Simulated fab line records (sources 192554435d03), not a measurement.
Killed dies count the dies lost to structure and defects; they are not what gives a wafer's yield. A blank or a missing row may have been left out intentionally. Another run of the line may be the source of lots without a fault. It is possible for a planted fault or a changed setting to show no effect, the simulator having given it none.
fab line records -- flow n5-finfet
record lots=13, wafers=36, last-day=17
route steps=1938 shown BEOL_M3@1006 PASS1_CAP@1873 PAD_METAL@1893 PASSIVATION@1936
lots with no fault: from the same line, run without faults
start-h: hours from the record's opening day to when the first of the lot's shown wafers began -- wait-h: time in hours since the lot's previous step -- " same as the row above -- L1.1+2: several wafers, shown together as one row -- - no value, or no start given -- * or withheld: withheld -- < > ~ a bound
route shown NAME@n: NAME is a module with steps in the file, n the number in the route of the first one -- usual: mean/standard deviation taken from wafers without a fault -- same: alike in all rows -- chamber/n: place in a boat -- sites: readings site by site -- _std_site: the values' standard deviation -- _edge_site: the outer-site mean with the inner-site mean subtracted -- radius-mm: how far each site lies from the wafer's centre -- mask NAME#n: copy n -- behind: the tool/chamber that last shaped the wafer -- hold: why the lot was held/for how many hours/how that ended -- device: names the non-switching transistor (n, p or np) -- end of line: the tests these same wafers got at the end of their route -- a step given without rows: its recipe and nothing more -- killed: at the first sort, the dies lost to defects and structure; wafer yield is something else -- map: shows each die of a wafer: x if killed, . if not, _ if none is there
set.NAME: the setting that was run; set.NAME@STEP: the one run at that earlier step -- model.NAME: the simulator's own value behind a step, which no gauge read
the route's steps for a sample of lots (tables are steps, rows are wafers)
services: when a tool's chamber went out of use (start-h, in hours from the record's first day, below 0 if earlier), for how many hours, and the reason
## steps
# step N5_BEOL_M3_SPUTTER_92
# recipe material=Cu, target-thk-a=45, temp-c=-20, chamber-pressure-pa=0.07, power-w=withheld, time-s=8.29
# usual susceptor-temp-C=-20.00/0.11, throttle-valve-pct=30.0/1.1
lot.wafer,tool,chamber,start-h,wait-h,susceptor-temp-C,throttle-valve-pct
L977.3,pvd-sputter-01,-,152.10,0.1,-20.03,29.2
L977.5,pvd-sputter-01,-,152.10,0.1,-20.15,29.0
L977.6,pvd-sputter-01,-,152.10,0.1,-19.99,29.3
L978.3,pvd-sputter-03,-,152.56,0.1,-20.02,30.0
L978.4,pvd-sputter-03,-,152.56,0.1,-19.88,30.0
L978.6,pvd-sputter-03,-,152.56,0.1,-19.89,30.1
L979.3,pvd-sputter-02,-,166.82,0.1,-20.15,28.5
L979.4,pvd-sputter-02,-,166.82,0.1,-20.02,30.5
L979.6,pvd-sputter-02,-,166.82,0.1,-20.01,28.8
L980.2,pvd-sputter-01,-,167.84,0.1,-20.19,31.0
L980.5,pvd-sputter-01,-,167.84,0.1,-19.98,29.4
L981.1,pvd-sputter-01,-,182.87,0.1,-19.94,30.8
L981.3,pvd-sputter-01,-,182.87,0.1,-19.94,31.2
L981.6,pvd-sputter-01,-,182.87,0.1,-19.89,30.9
L982.1,pvd-sputter-01,-,187.53,0.1,-19.96,29.1
L982.3,pvd-sputter-01,-,187.53,0.1,-20.09,31.3
L982.5,pvd-sputter-01,-,187.53,0.1,-19.96,31.3
L985.1,pvd-sputter-02,-,197.75,0.1,-20.01,30.2
L985.2,pvd-sputter-02,-,197.75,0.1,-20.11,28.7
L985.3,pvd-sputter-02,-,197.75,0.1,-19.99,26.8
L986.3,pvd-sputter-01,-,208.89,0.1,-20.07,31.2
L986.4,pvd-sputter-01,-,208.89,0.1,-20.05,29.3
L987.3,pvd-sputter-01,-,212.29,0.1,-20.06,29.2
L987.4,pvd-sputter-01,-,212.29,0.1,-19.89,30.6
L987.6,pvd-sputter-01,-,212.29,0.1,-19.91,30.6
L990.4,pvd-sputter-01,-,231.66,0.1,-19.83,28.9
L990.5,pvd-sputter-01,-,231.66,0.1,-20.00,28.6
L991.1,pvd-sputter-01,-,236.72,0.1,-19.98,28.9
L991.3,pvd-sputter-01,-,236.72,0.1,-19.92,31.2
L991.5,pvd-sputter-01,-,236.72,0.1,-19.93,30.7
L993.2,pvd-sputter-01,-,248.20,0.1,-20.20,31.1
L993.5,pvd-sputter-01,-,248.20,0.1,-19.97,29.4
L993.6,pvd-sputter-01,-,248.20,0.1,-19.93,29.0
L100.1,pvd-sputter-03,-,284.87,0.1,-19.93,31.7
L100.3,pvd-sputter-03,-,284.87,0.1,-20.27,30.1
L100.5,pvd-sputter-03,-,284.87,0.1,-20.05,30.1
# step N5_PASSIVATION_PECVD_55
# recipe material=SiO2, target-thk-a=4000, temp-c=400, precursor=SiH4/N2O, pressure-torr=2.7, rf-w=608, time-s=22.5
# usual heater-power-w=668/92, showerhead-plenum-p-Torr=8.12/0.054, susceptor-temp-C=399.98/0.23, throttle-valve-pct=50/4.4
lot.wafer,tool,chamber,start-h,wait-h,heater-power-w,showerhead-plenum-p-Torr,susceptor-temp-C,throttle-valve-pct
L978.3,pecvd-03,1,248.94,0.0,799,8.05,400.11,47
L978.4,pecvd-03,0,248.94,0.0,602,8.15,400.24,51
L978.6,pecvd-03,2,248.94,0.0,526,8.14,399.91,52
L977.3,pecvd-01,2,249.44,0.0,803,8.21,400.39,45
L977.5,pecvd-01,1,249.44,0.0,685,8.06,400.27,59
L977.6,pecvd-01,0,249.44,0.0,590,8.05,399.51,47
L979.3,pecvd-02,1,266.43,0.0,638,8.17,399.89,54
L979.4,pecvd-02,1,266.43,0.0,632,8.17,400.12,54
L979.6,pecvd-02,2,266.43,0.0,563,8.06,399.84,47
L980.2,pecvd-01,2,276.16,0.0,746,8.22,399.85,45
L980.5,pecvd-01,2,276.16,0.0,796,8.21,399.60,45
L981.1,pecvd-03,2,286.96,0.0,496,8.15,400.00,52
L981.3,pecvd-03,0,286.96,0.0,626,8.16,399.85,51
L981.6,pecvd-03,2,286.96,0.0,520,8.15,399.89,52
L982.1,pecvd-03,1,290.70,0.0,716,8.05,399.92,47
L982.3,pecvd-03,0,290.70,0.0,588,8.13,400.20,51
L982.5,pecvd-03,2,290.70,0.0,531,8.15,399.85,52
L985.1,pecvd-01,1,297.05,0.0,724,8.06,399.76,59
L985.2,pecvd-01,2,297.05,0.0,821,8.22,400.01,45
L985.3,pecvd-01,0,297.05,0.0,735,8.06,399.79,47
L986.3,pecvd-03,1,308.21,0.0,800,8.05,399.82,47
L986.4,pecvd-03,0,308.21,0.0,595,8.13,399.63,51
L987.3,pecvd-02,2,314.72,0.0,519,8.10,400.15,48
L987.4,pecvd-02,2,314.72,0.0,538,8.07,400.06,47
L987.6,pecvd-02,0,314.72,0.0,696,8.11,400.04,51
L990.4,pecvd-03,0,335.50,0.0,688,8.15,399.93,50
L990.5,pecvd-03,1,335.50,0.0,806,8.04,400.02,47
L991.1,pecvd-01,1,342.40,0.0,684,8.09,400.02,59
L991.3,pecvd-01,2,342.40,0.0,733,8.21,400.15,45
L991.5,pecvd-01,0,342.40,0.0,764,8.06,400.08,47
L993.2,pecvd-01,1,345.18,0.0,624,8.09,399.94,59
L993.5,pecvd-01,2,345.18,0.0,722,8.22,400.14,45
L993.6,pecvd-01,0,345.18,0.0,724,8.06,400.05,47
L100.1,pecvd-01,2,396.48,0.0,716,8.23,400.20,45
L100.3,pecvd-01,0,396.48,0.0,766,8.07,399.85,48
L100.5,pecvd-01,0,396.48,0.0,596,8.06,400.14,48
# step N5_PASSIVATION_DEGAS_18
# recipe ambient=vacuum, temp-c=300, time-s=60
# usual heater-power-w=446/29, susceptor-temp-C=300.00/0.19
lot.wafer,tool,chamber,start-h,wait-h,heater-power-w,susceptor-temp-C
L978.3,pvd-sputter-02,-,250.58,0.6,438,300.16
L978.4,pvd-sputter-02,-,250.58,0.6,402,300.30
L978.6,pvd-sputter-02,-,250.58,0.6,443,299.96
L977.3,pvd-sputter-03,-,250.81,0.2,481,299.94
L977.5,pvd-sputter-03,-,250.81,0.2,487,300.35
L977.6,pvd-sputter-03,-,250.81,0.2,447,299.95
L979.3,pvd-sputter-01,-,269.90,0.6,451,299.96
L979.4,pvd-sputter-01,-,269.90,0.6,422,299.78
L979.6,pvd-sputter-01,-,269.90,0.6,471,300.02
L980.2,pvd-sputter-01,-,278.88,0.4,428,300.24
L980.5,pvd-sputter-01,-,278.88,0.4,461,299.87
L981.1,pvd-sputter-01,-,288.75,0.2,472,300.05
L981.3,pvd-sputter-01,-,288.75,0.2,452,299.93
L981.6,pvd-sputter-01,-,288.75,0.2,428,300.30
L982.1,pvd-sputter-02,-,292.46,0.1,404,300.03
L982.3,pvd-sputter-02,-,292.46,0.1,459,299.88
L982.5,pvd-sputter-02,-,292.46,0.1,438,300.02
L985.1,pvd-sputter-02,-,300.55,0.1,463,299.91
L985.2,pvd-sputter-02,-,300.55,0.1,396,299.99
L985.3,pvd-sputter-02,-,300.55,0.1,435,299.98
L986.3,pvd-sputter-01,-,311.95,0.6,474,300.01
L986.4,pvd-sputter-01,-,311.95,0.6,413,299.94
L987.3,pvd-sputter-01,-,316.89,0.9,446,300.04
L987.4,pvd-sputter-01,-,316.89,0.9,418,299.78
L987.6,pvd-sputter-01,-,316.89,0.9,422,299.92
L990.4,pvd-sputter-03,-,338.26,1.7,459,300.02
L990.5,pvd-sputter-03,-,338.26,1.7,401,299.64
L991.1,pvd-sputter-02,-,346.27,0.3,398,299.62
L991.3,pvd-sputter-02,-,346.27,0.3,448,300.02
L991.5,pvd-sputter-02,-,346.27,0.3,412,299.87
L993.2,pvd-sputter-03,-,347.43,0.3,407,300.03
L993.5,pvd-sputter-03,-,347.43,0.3,471,300.10
L993.6,pvd-sputter-03,-,347.43,0.3,441,300.29
L100.1,pvd-sputter-03,-,401.44,0.2,404,300.00
L100.3,pvd-sputter-03,-,401.44,0.2,497,299.94
L100.5,pvd-sputter-03,-,401.44,0.2,452,299.91
# step N5_PASSIVATION_PROBE_49
# usual defect-limited-yield=90.9/1.5, killed_at_M0_to_M3=36/9.9, killed_at_M4_up=13/4.5, killed-at-contacts=13/6.4, killed-at-front-end=42/12, killed-at-other=3.4/3, killed-dies=107/18, killed-on-rim=14/4.3, killed-open=69/13, killed-short=35/8.2, sort_bin_5_function=5.3/1.1, sort_bin_6_memory=3.4/0.69, sort-n-pass=1073/18, sort-yield-pct=90.9/1.5
# same gross-dies=1180, killed-at-back-side=0, sort_bin_4_leakage[%]=0, sort_bin_8_speed[%]=0
lot.wafer,tool,chamber,start-h,wait-h,defect-limited-yield[%],killed_at_M0_to_M3,killed_at_M4_up,killed-at-contacts,killed-at-front-end,killed-at-other,killed-dies,killed-on-rim,killed-open,killed-short,sort_bin_5_function[%],sort_bin_6_memory[%],sort-n-pass,sort-yield-pct[%]
L991.1,prober-01,-,352.08,0.0,83.3,145,9,4,39,0,197,28,46,31,10.3,2.8,983,83.3
L991.3,prober-01,-,352.18,0.1,79.2,189,9,2,41,5,246,20,60,34,11.5,4.6,934,79.2
L991.5,prober-01,-,352.28,0.2,84.6,127,9,5,39,2,182,34,49,32,9.4,2.4,998,84.6
L993.2,prober-01,-,354.06,0.1,78.4,188,8,21,33,5,255,13,69,39,12.5,4.4,925,78.4
L993.5,prober-01,-,354.21,0.2,78.6,165,10,29,45,3,252,39,87,42,13.1,4.3,928,78.6
L993.6,prober-01,-,354.26,0.3,82.8,131,7,29,30,6,203,30,65,28,9.2,4.1,977,82.8
# killed by level:class
L991.1 BEOL_M3:unspecified=119 STI_FIN_REVEAL:geometric-particle:open=8 BEOL_M0_SAQP:geometric-particle:open=7 GATE_CUT:geometric-particle:short=7 BEOL_M0_SAQP:geometric-particle:short=7 STARTING-WAFER:geometric-particle:open=7 BEOL_M2:geometric-particle:open=6 BEOL_M1:geometric-particle:open=4
L991.3 BEOL_M3:unspecified=145 BEOL_M0_SAQP:geometric-particle:short=15 BEOL_M0_SAQP:geometric-particle:open=11 BEOL_M2:geometric-particle:open=10 FIN_SAQP:geometric-particle:open=9 STI_FIN_REVEAL:geometric-particle:open=8 DUMMY_GATE:geometric-particle:open=6 STI_FIN_REVEAL:geometric-particle:short=4
L991.5 BEOL_M3:unspecified=93 BEOL_M0_SAQP:geometric-particle:short=8 FIN_SAQP:geometric-particle:short=7 BEOL_M2:geometric-particle:open=7 STI_FIN_REVEAL:geometric-particle:open=6 HKMG_FIN:area-etch=6 DUMMY_GATE:geometric-particle:open=5 FIN_SAQP:geometric-particle:open=4
L993.2 BEOL_M3:unspecified=147 MOL_CONTACT_COAG:geometric-particle:open=17 BEOL_M0_SAQP:geometric-particle:short=12 FIN_SAQP:geometric-particle:short=10 BEOL_M0_SAQP:geometric-particle:open=9 BEOL_M3:geometric-particle:open=9 FIN_SAQP:geometric-particle:open=7 BEOL_M1:geometric-particle:open=5
L993.5 BEOL_M3:unspecified=121 MOL_CONTACT_COAG:geometric-particle:open=18 STI_FIN_REVEAL:geometric-particle:open=16 BEOL_M3:geometric-particle:open=12 MOL_CONTACT_COAG:geometric-particle:short=11 BEOL_M0_SAQP:geometric-particle:short=10 FIN_SAQP:geometric-particle:open=9 BEOL_M0_SAQP:geometric-particle:open=9
L993.6 BEOL_M3:unspecified=109 MOL_CONTACT_COAG:geometric-particle:open=24 FIN_SAQP:geometric-particle:short=10 BEOL_M1:geometric-particle:open=6 FIN_SAQP:geometric-particle:open=5 MOL_CONTACT_COAG:geometric-particle:short=5 STI_FIN_REVEAL:geometric-particle:open=4 BEOL_M0_SAQP:geometric-particle:open=3
## services
tool,chamber,start-h,hours,kind
pecvd-01,2,129.52,16.5,scheduled-down
pecvd-01,0,135.19,14.8,repair
pecvd-03,2,171.08,2.1,scheduled-down
pecvd-01,-,178.46,0.7,repair
pecvd-02,0,192.85,6.5,repair
pecvd-01,-,195.58,6.0,pm
pecvd-01,2,202.38,-,clean
pecvd-01,2,202.38,-,consumable-replace:showerhead
pecvd-01,2,202.38,29.0,scheduled-down
pecvd-01,2,202.38,29.0,vent-cycle
pecvd-03,2,228.10,7.4,repair
pecvd-02,0,238.79,12.3,repair
pecvd-01,0,276.77,4.4,repair
pecvd-01,0,289.85,5.5,scheduled-down
pecvd-03,-,305.30,1.0,repair
pecvd-03,-,330.53,1.1,repair
pecvd-02,0,342.26,4.8,repair
pecvd-03,2,377.92,5.5,scheduled-down
pecvd-02,0,380.25,5.5,scheduled-down
pvd-sputter-02,-,396.91,3.8,repair
pecvd-03,1,400.07,2.1,scheduled-down
## key
first-sign step=N5_PASSIVATION_PROBE_49, reading=killed_at_M0_to_M3, direction=up, sigmas=12, usual=36, struck=158
effect step=N5_PASSIVATION_PROBE_49, reading=killed-dies, direction=up, sigmas=6.4, usual=107, struck=222
more-kills-born-at N5_BEOL_M3_SPUTTER_92@pvd-sputter-01=734
met-at N5_BEOL_M3_SPUTTER_92
struck-lots L991,L993
not-acting-at N5_PASSIVATION_PECVD_55,N5_PASSIVATION_DEGAS_18
onset-between 231.66 236.72
fault kind=chamber-particle-source, tool=pvd-sputter-01, chamber=-, onset-h=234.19, steps=N5_BEOL_M3_SPUTTER_92, rate-per-visit-cm2=1.9445, end-h=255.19
